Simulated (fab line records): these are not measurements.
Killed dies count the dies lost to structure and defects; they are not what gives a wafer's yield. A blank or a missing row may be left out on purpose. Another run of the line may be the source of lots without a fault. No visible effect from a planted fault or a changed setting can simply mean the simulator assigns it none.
fab line records    flow nand_harc
record lots=11  wafers=33  last_day=33
route steps=1302 shown A_CONTACT@1001 END@1302
lots that met no fault: taken from a fault-free run of the same line
start_h: the number of hours between the record's first day and the start of the first shown wafer of the lot    wait_h: hours from the lot's prior step to this one    " identical to the entry in the row above    L1.1+2: one row covering several wafers at once    - no value present, or no start provided    * or withheld: withheld    < > ~ a bound
route shown NAME@n: names a module that has steps shown in the file, with the first one's number in the route    usual: the fault-free wafers' mean and standard deviation    same: alike in all rows    chamber/n: place in a boat    sites: the reading at each site    _std_site: how widely they spread, as a standard deviation    _edge_site: outer sites' mean less inner sites'    radius_mm: for every site, how far away it sits from the centre of the wafer    mask NAME#n: copy n    behind: the most recent tool/chamber to have shaped the wafer    hold: what put the lot on hold/how long, in hours/how the hold closed    device: the n, p or np transistor that did not switch    end of line: the tests these same wafers got at the end of their route    a step without rows: its recipe alone    killed: the dies lost at the first sort to structure and to defects; this is not the yield of the wafer    map: a wafer's dies, marking killed ones x, the rest . and places with no die _
set.NAME: the setting that was run; set.NAME@STEP: the one run at that earlier step    model.NAME: the simulator's own value behind a step, which no gauge read
a sample of lots followed through the steps of the route, with each step as a table and each wafer as a row
services: the hour from which a tool's chamber was out of use, counted from the record's first day as start_h (under 0 if before that day), plus the number of hours and why
## steps
# step NHARC_A_CONTACT_ETCH_48
# recipe target_depth_a=390  over_etch_frac=0.3  time_s=65  ion_energy_ev=80  cf4_flow_sccm=150  ar_flow_sccm=0  rf_w=300  bias_w=100  chemistry=CF4
# usual bias_w=100.00/0.27  cf4_flow_sccm=150.0/0.43  drypump_motor_current_A=5.8/0.66  oes_product_au=1.003/0.0058  rf_fwd_power_W=297.0/1.2  rf_vpp_V=151.3/1.3  showerhead_plenum_p_Torr=1.78/0.08  throttle_valve_pct=13.281/0.0097
lot.wafer  tool         chamber  start_h  wait_h  bias_w  cf4_flow_sccm  drypump_motor_current_A  oes_product_au  rf_fwd_power_W  rf_hours_counter_h  rf_vpp_V  showerhead_plenum_p_Torr  throttle_valve_pct
L780.1     rie_diel-13  1        486.02   0.1     99.89   150.7          5.2                      1.007           296.6           48                  152.9     1.74                      13.286
L780.3     "            2        "        "       100.27  149.8          5.7                      1.011           297.1           46                  150.0     1.68                      13.278
L780.6     "            0        "        "       100.37  149.6          6.4                      1.002           298.5           -                   149.4     1.68                      13.283
L781.4     rie_diel-04  1        508.30   0.1     99.81   149.5          5.1                      0.998           298.0           15                  151.5     1.75                      13.293
L781.2     "            2        "        "       99.79   149.6          5.7                      0.996           295.3           19                  151.6     1.84                      13.285
L781.3     "            3        "        "       99.68   149.7          6.3                      0.998           297.6           20                  153.1     1.78                      13.299
L791.2     rie_diel-13  3        595.81   0.1     100.20  149.6          5.0                      1.004           296.8           24                  152.3     1.81                      13.289
L791.6     "            3        "        "       100.10  149.2          5.0                      1.007           299.1           -                   152.3     1.81                      13.289
L791.5     "            0        "        "       100.00  150.0          6.4                      1.002           297.9           -                   150.7     1.67                      13.289
L792.2     rie_diel-04  1        617.43   0.1     100.37  150.1          5.1                      0.996           296.1           9                   150.4     1.75                      13.277
L792.4     "            2        "        "       99.83   150.5          5.7                      1.005           295.9           10                  152.0     1.84                      13.301
L792.5     "            3        "        "       99.82   150.7          6.2                      0.999           298.6           -                   151.4     1.78                      13.269
L795.3     rie_diel-13  2        638.29   0.1     100.36  149.7          5.7                      1.004           296.6           41                  150.1     1.67                      13.275
L795.4     "            3        "        "       100.51  150.1          5.0                      1.008           296.9           43                  150.9     1.81                      13.290
L795.1     "            1        "        "       100.31  150.4          5.2                      1.003           297.4           37                  151.0     1.73                      13.264
L796.4     rie_diel-13  0        667.83   0.1     99.72   150.3          6.4                      1.001           299.5           51                  149.2     1.66                      13.279
L796.6     "            1        "        "       100.56  149.3          5.2                      0.996           298.8           -                   150.6     1.73                      13.289
L796.5     "            2        "        "       99.79   149.8          5.7                      1.005           296.2           -                   149.5     1.67                      13.277
L798.2     rie_diel-04  0        680.16   0.1     99.94   150.6          6.8                      0.998           295.2           21                  152.7     1.90                      13.283
L798.4     "            1        "        "       100.05  149.9          5.1                      0.994           297.4           18                  151.2     1.74                      13.294
L798.6     "            0        "        "       100.31  151.1          6.8                      1.002           296.6           -                   153.0     1.90                      13.288
L801.1     rie_diel-04  0        686.32   0.1     100.30  150.3          6.8                      1.007           295.3           22                  152.2     1.90                      13.271
L801.4     "            1        "        "       99.46   149.7          5.1                      1.004           296.0           20                  150.0     1.74                      13.286
L801.5     "            1        "        "       99.97   149.0          5.1                      1.002           296.5           -                   150.3     1.74                      13.277
L800.2     rie_diel-04  0        686.96   0.2     99.67   150.1          6.8                      1.007           295.7           23                  152.3     1.90                      13.295
L800.6     "            2        "        "       99.53   151.0          5.7                      1.002           295.4           -                   152.5     1.83                      13.271
L800.5     "            0        "        "       100.23  150.1          6.8                      0.997           296.3           -                   152.8     1.90                      13.282
L802.1     rie_diel-04  2        702.07   0.1     100.12  150.4          5.7                      1.012           294.3           29                  151.1     1.83                      13.287
L802.5     "            3        "        "       100.33  149.5          6.2                      1.005           297.7           -                   152.2     1.77                      13.290
L802.6     "            0        "        "       100.28  149.9          6.8                      0.998           297.8           -                   152.5     1.90                      13.265
L803.1     rie_diel-04  3        719.88   0.1     99.80   150.3          6.2                      1.003           298.2           0                   151.3     1.77                      13.290
L803.2     "            2        "        "       99.87   149.1          5.7                      0.998           295.1           0                   151.7     1.83                      13.283
L803.6     "            3        "        "       99.78   149.8          6.3                      1.009           297.4           -                   152.0     1.77                      13.275
# step NHARC_A_CONTACT_ETCH_51
# recipe target_depth_a=70000  over_etch_frac=0.3  time_s=1820  ion_energy_ev=150  o2_flow_sccm=400  cos_flow_sccm=20  ar_flow_sccm=0  rf_w=500  bias_w=300  chemistry=O2/COS
# usual bias_w=300.0/0.79  chamber_pressure_mTorr=19.998/0.018  drypump_motor_current_A=5.8/0.65  oes_product_au=1.003/0.0069  rf_fwd_power_W=499.8/1.4  rf_vpp_V=314.4/2.1  showerhead_plenum_p_Torr=3.14/0.14  throttle_valve_pct=28.330/0.0087
lot.wafer  tool         chamber  start_h  wait_h  bias_w  chamber_pressure_mTorr  drypump_motor_current_A  oes_product_au  rf_fwd_power_W  rf_hours_counter_h  rf_vpp_V  showerhead_plenum_p_Torr  throttle_valve_pct
L780.3     rie_diel-13  3        486.76   -       299.4   20.017                  5.0                      0.990           500.6           53                  315.8     3.22                      28.329
L780.1     "            1        "        "       300.4   19.986                  5.2                      0.993           502.4           48                  313.9     3.08                      28.325
L780.6     "            2        "        "       299.9   20.011                  5.7                      0.993           499.7           -                   311.5     2.97                      28.316
L781.4     rie_diel-04  1        508.96   -       301.3   20.010                  5.1                      0.998           500.7           16                  313.9     3.09                      28.317
L781.2     "            2        "        "       299.6   19.988                  5.7                      0.987           499.2           19                  315.1     3.25                      28.338
L781.3     "            3        "        "       300.9   20.014                  6.2                      0.995           501.1           20                  316.0     3.15                      28.336
L791.2     rie_diel-13  2        596.33   -       -       -                       -                        -               -               -                   -         -                         -
L791.6     "            2        "        "       -       -                       -                        -               -               -                   -         -                         -
L791.5     "            3        "        "       -       -                       -                        -               -               -                   -         -                         -
L792.2     rie_diel-04  2        617.94   -       -       -                       -                        -               -               -                   -         -                         -
L792.4     "            0        "        "       -       -                       -                        -               -               -                   -         -                         -
L792.5     "            2        "        "       -       -                       -                        -               -               -                   -         -                         -
L795.4     rie_diel-13  1        638.81   -       300.3   20.039                  5.2                      0.989           499.4           37                  312.0     3.05                      28.342
L795.3     "            2        "        "       299.6   20.015                  5.8                      0.992           501.5           42                  312.2     2.95                      28.317
L795.1     "            3        "        "       299.1   19.975                  5.0                      0.988           502.6           44                  314.2     3.19                      28.331
L796.4     rie_diel-13  2        668.59   -       299.4   20.029                  5.7                      1.000           499.9           51                  310.4     2.94                      28.333
L796.6     "            0        "        "       300.0   19.993                  6.5                      1.004           498.7           -                   311.6     2.93                      28.316
L796.5     "            1        "        "       299.5   20.011                  5.2                      0.996           498.7           -                   311.8     3.05                      28.323
L798.2     rie_diel-04  1        680.69   -       300.7   19.983                  5.1                      0.996           498.9           19                  313.5     3.08                      28.342
L798.4     "            3        "        "       299.8   20.015                  6.3                      1.013           499.6           25                  314.9     3.13                      28.324
L798.6     "            1        "        "       300.1   19.994                  5.2                      1.009           496.2           -                   314.5     3.08                      28.326
L801.1     rie_diel-04  0        686.99   -       299.4   20.014                  6.8                      1.005           501.6           23                  316.4     3.36                      28.328
L801.5     "            2        "        "       300.6   20.004                  5.7                      1.008           499.4           -                   314.6     3.24                      28.330
L801.4     "            3        "        "       300.5   19.991                  6.2                      1.005           497.0           -                   314.1     3.14                      28.329
L800.2     rie_diel-04  2        689.06   -       299.7   19.980                  5.7                      1.010           500.7           24                  316.3     3.24                      28.336
L800.5     "            3        "        "       298.1   19.986                  6.2                      1.009           497.6           -                   314.6     3.13                      28.327
L800.6     "            0        "        "       300.1   19.979                  6.8                      1.020           500.9           -                   317.9     3.36                      28.341
L802.1     rie_diel-04  2        703.13   -       299.1   20.003                  5.7                      1.008           501.3           30                  315.8     3.23                      28.326
L802.6     "            0        "        "       300.2   20.014                  6.8                      1.013           498.5           -                   317.9     3.36                      28.327
L802.5     "            2        "        "       298.8   19.982                  5.7                      1.009           500.3           -                   317.0     3.23                      28.333
L803.1     rie_diel-04  3        720.41   -       299.7   19.964                  6.3                      1.001           500.2           1                   314.9     3.13                      28.353
L803.2     "            0        "        "       299.7   19.983                  6.8                      0.995           500.6           1                   317.7     3.36                      28.337
L803.6     "            0        "        "       300.0   20.005                  6.8                      1.002           499.0           -                   316.3     3.36                      28.335
# step NHARC_A_CONTACT_ETCH_114
# recipe source_w=withheld  pressure_mtorr=20  bias_v=3000  time_s=190  target_depth_a=18500  ar_flow_sccm=withheld  c4f8_flow_sccm=withheld  o2_flow_sccm=withheld  chemistry=C4F8/O2/Ar
# usual chamber_pressure_mTorr=19.998/0.018  oes_air_line_au=1.001/0.021
lot.wafer  tool             chamber  start_h  wait_h  chamber_pressure_mTorr  oes_air_line_au  rf_hours_counter_h
L780.1     har_cap_etch-03  1        488.42   0.1     20.006                  1.000            38
L780.3     "                1        "        "       19.997                  0.985            -
L780.6     "                0        "        "       19.991                  1.007            -
L781.2     har_cap_etch-02  0        510.60   0.1     19.961                  1.004            83
L781.3     "                0        "        "       19.993                  0.968            -
L781.4     "                1        "        "       19.994                  1.009            -
L791.2     har_cap_etch-01  1        598.12   0.1     19.963                  1.019            14
L791.5     "                0        "        "       20.026                  0.998            -
L791.6     "                1        "        "       19.992                  1.054            -
L792.2     har_cap_etch-02  1        619.68   0.1     19.985                  0.999            103
L792.4     "                0        "        "       19.998                  0.992            -
L792.5     "                0        "        "       19.982                  0.996            -
L795.1     har_cap_etch-01  0        640.61   0.2     19.999                  0.981            22
L795.4     "                1        "        "       20.016                  0.984            -
L795.3     "                0        "        "       20.011                  0.983            -
L796.4     har_cap_etch-03  1        670.14   0.1     19.985                  1.038            -
L796.6     "                1        "        "       19.983                  1.004            -
L796.5     "                0        "        "       20.020                  1.011            -
L798.2     har_cap_etch-02  1        682.47   0.1     20.000                  0.999            113
L798.4     "                0        "        "       19.983                  1.016            -
L798.6     "                1        "        "       19.983                  0.968            -
L801.1     har_cap_etch-02  1        689.04   0.1     19.986                  0.999            115
L801.4     "                1        "        "       20.033                  1.009            -
L801.5     "                0        "        "       19.994                  0.999            -
L800.2     har_cap_etch-01  0        691.07   0.1     19.964                  0.960            30
L800.6     "                0        "        "       20.007                  0.966            -
L800.5     "                1        "        "       19.960                  1.003            -
L802.1     har_cap_etch-02  1        704.80   0.1     20.010                  1.010            121
L802.6     "                1        "        "       20.004                  0.969            -
L802.5     "                0        "        "       20.020                  1.022            -
L803.1     har_cap_etch-03  1        722.17   0.1     19.991                  0.995            81
L803.2     "                0        "        "       19.994                  0.975            81
L803.6     "                1        "        "       20.024                  0.991            -
# step NHARC_A_CONTACT_ETCH_115
# recipe source_w=withheld  pressure_mtorr=20  bias_v=3000  time_s=190  target_depth_a=18500  ar_flow_sccm=withheld  c4f8_flow_sccm=withheld  o2_flow_sccm=withheld  chemistry=C4F8/O2/Ar
# usual chamber_pressure_mTorr=20.001/0.017  oes_air_line_au=1.001/0.02
lot.wafer  tool             chamber  start_h  wait_h  chamber_pressure_mTorr  oes_air_line_au  rf_hours_counter_h
L780.1     har_cap_etch-03  1        488.59   0.1     20.029                  0.996            38
L780.3     "                1        "        "       19.995                  1.030            -
L780.6     "                0        "        "       19.976                  1.004            -
L781.2     har_cap_etch-02  0        510.77   0.1     19.985                  1.016            84
L781.3     "                0        "        "       19.989                  1.010            -
L781.4     "                1        "        "       20.012                  0.985            -
L791.2     har_cap_etch-01  1        598.29   0.1     20.016                  0.996            15
L791.5     "                0        "        "       20.008                  1.019            -
L791.6     "                1        "        "       20.009                  0.965            -
L792.2     har_cap_etch-02  1        619.85   0.1     19.992                  1.004            103
L792.4     "                0        "        "       20.012                  1.034            -
L792.5     "                0        "        "       19.980                  1.010            -
L795.1     har_cap_etch-01  0        640.84   0.2     20.001                  0.997            22
L795.4     "                1        "        "       19.978                  0.980            -
L795.3     "                0        "        "       20.028                  0.974            -
L796.4     har_cap_etch-03  1        670.31   0.1     20.001                  0.985            -
L796.6     "                1        "        "       19.982                  0.981            -
L796.5     "                0        "        "       20.008                  1.001            -
L798.2     har_cap_etch-02  1        682.64   0.1     20.034                  1.005            113
L798.4     "                0        "        "       19.985                  0.997            -
L798.6     "                1        "        "       19.996                  0.992            -
L801.1     har_cap_etch-02  1        689.21   0.1     20.011                  1.006            115
L801.4     "                1        "        "       20.013                  1.018            -
L801.5     "                0        "        "       20.010                  0.982            -
L800.2     har_cap_etch-01  0        691.24   0.1     20.003                  1.011            30
L800.6     "                0        "        "       19.991                  0.997            -
L800.5     "                1        "        "       20.009                  0.976            -
L802.1     har_cap_etch-02  1        704.97   0.1     20.013                  1.016            121
L802.6     "                1        "        "       20.005                  0.996            -
L802.5     "                0        "        "       20.041                  0.999            -
L803.1     har_cap_etch-03  1        722.33   0.1     19.985                  0.984            81
L803.2     "                0        "        "       20.006                  1.011            81
L803.6     "                1        "        "       20.006                  1.000            -
# step NHARC_END_SORT_01
# recipe temp_c=25
# usual killed_at_array=52/16  killed_at_other=0.8/1.1  killed_at_periphery=4.2/2.5  killed_dies=57/16  killed_open=3.4/2  killed_short=2.6/1.6
# same gross_dies=677
lot.wafer  tool       chamber  start_h  wait_h  killed_at_array  killed_at_other  killed_at_periphery  killed_dies  killed_open  killed_short
L791.2     prober-01  0        669.38   2.8     676              0                1                    677          2            2
L791.5     prober-01  0        671.79   3.7     670              3                4                    677          2            1
L791.6     prober-01  0        672.59   4.0     668              0                9                    677          4            2
L792.2     prober-02  0        691.62   2.9     675              1                1                    677          4            2
L792.4     prober-02  0        693.23   3.4     674              0                3                    677          4            4
L792.5     prober-02  0        694.04   3.7     675              0                2                    677          1            3
# killed by level:class
L791.2 A_CONTACT:area_etch=630 A_SLIT:chamber_film_flake=21 A_CHANNEL_HOLE_D2:chamber_film_flake=11 A_CHANNEL_HOLE_D1:chamber_film_flake=3 A_WL_FILL:chamber_film_flake=3 A_WL_FILL:geometric_particle:short=2 A_STAIRCASE:chamber_film_flake=2 A_BLC:geometric_particle:open=1
L791.5 A_CONTACT:area_etch=623 A_SLIT:chamber_film_flake=23 A_CHANNEL_HOLE_D2:chamber_film_flake=11 A_STAIRCASE:chamber_film_flake=4 P_CONTACT:chamber_film_flake=3 A_CHANNEL_HOLE_D1:chamber_film_flake=3 THIN_TSV:chamber_film_flake=3 A_CONTACT:chamber_film_flake=2
L791.6 A_CONTACT:area_etch=610 A_SLIT:chamber_film_flake=33 A_CHANNEL_HOLE_D2:chamber_film_flake=7 A_STAIRCASE:chamber_film_flake=5 P_BONDPAD:chamber_film_flake=3 A_WL_FILL:chamber_film_flake=3 P_STI:chamber_film_flake=2 A_CHANNEL_HOLE_D1:chamber_film_flake=2
L792.2 A_CONTACT:area_etch=604 A_CHANNEL_HOLE_D1:chamber_film_flake=29 A_SLIT:chamber_film_flake=22 A_CHANNEL_HOLE_D2:chamber_film_flake=11 P_M0:geometric_particle:open=1 A_ONON_D2:geometric_particle:short=1 A_CHANNEL_HOLE_D2:geometric_particle:open=1 A_SGD_CUT:geometric_particle:short=1
L792.4 A_CONTACT:area_etch=597 A_SLIT:chamber_film_flake=25 A_CHANNEL_HOLE_D1:chamber_film_flake=25 A_CHANNEL_HOLE_D2:chamber_film_flake=9 A_STAIRCASE:chamber_film_flake=5 A_CONTACT:chamber_film_flake=5 P_CONTACT:chamber_film_flake=2 P_CONTACT:geometric_particle:open=1
L792.5 A_CONTACT:area_etch=603 A_SLIT:chamber_film_flake=29 A_CHANNEL_HOLE_D1:chamber_film_flake=22 A_CHANNEL_HOLE_D2:chamber_film_flake=12 A_CONTACT:chamber_film_flake=4 A_M0:geometric_particle:short=2 P_M0:geometric_particle:open=1 A_WL_FILL:geometric_particle:short=1
## services
tool             chamber  start_h  hours  kind
rie_diel-04      0        486.01   -      clean
rie_diel-04      1        486.01   -      clean
rie_diel-04      2        486.01   -      clean
rie_diel-04      3        486.01   -      clean
har_cap_etch-01  -        497.00   17.0   pm
rie_diel-04      0        510.51   -      clean
rie_diel-04      1        510.51   -      clean
rie_diel-04      2        510.51   -      clean
rie_diel-04      3        510.51   -      clean
rie_diel-13      -        519.05   9.0    pm
rie_diel-04      -        532.01   9.0    pm
rie_diel-04      0        532.01   10.6   vent_cycle
rie_diel-04      1        532.01   15.1   vent_cycle
rie_diel-04      2        532.01   9.0    vent_cycle
rie_diel-04      3        532.01   9.0    vent_cycle
har_cap_etch-03  -        536.44   0.8    repair
rie_diel-04      2        541.95   6.8    repair
rie_diel-13      -        541.96   0.2    repair
rie_diel-04      3        614.29   2.4    repair
rie_diel-13      1        614.60   13.0   repair
rie_diel-04      3        647.60   2.8    repair
har_cap_etch-02  -        669.27   0.5    repair
rie_diel-13      -        696.05   9.0    pm
rie_diel-04      -        709.01   9.0    pm
## key
first_sign step=NHARC_A_CONTACT_ETCH_51  reading=tool_record  direction=missing
effect step=NHARC_END_SORT_01  reading=killed_at_array  direction=up  sigmas=39  usual=52  struck=673
more_kills_born_at NHARC_A_CONTACT_ETCH_51@rie_diel-13=1863  NHARC_A_CONTACT_ETCH_51@rie_diel-04=1804
met_at NHARC_A_CONTACT_ETCH_51
struck_lots L791,L792
later_rows_left_out L791.2,L791.5,L791.6,L792.2,L792.4,L792.5
tester_left_out L791,L792
not_acting_at NHARC_A_CONTACT_ETCH_48,NHARC_A_CONTACT_ETCH_114,NHARC_A_CONTACT_ETCH_115
onset_between 508.96 596.33
fault kind=skipped_step_whole  tool=rie_diel-04,rie_diel-13  chamber=-  onset_h=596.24  steps=NHARC_A_CONTACT_ETCH_51  scope=struck_lots_only
# tester_left_out: of these lots the tester's yield and bins aren't shown, on N5 and GAA mostly nor the transistor test; their killed dies are dies lost to structure and defects alone, not to doping, threshold or leakage, so they don't give the yield
# later_rows_left_out: the simulator's readings of these wafers behind a module that went badly wrong aren't trusted and aren't shown, but for the sort
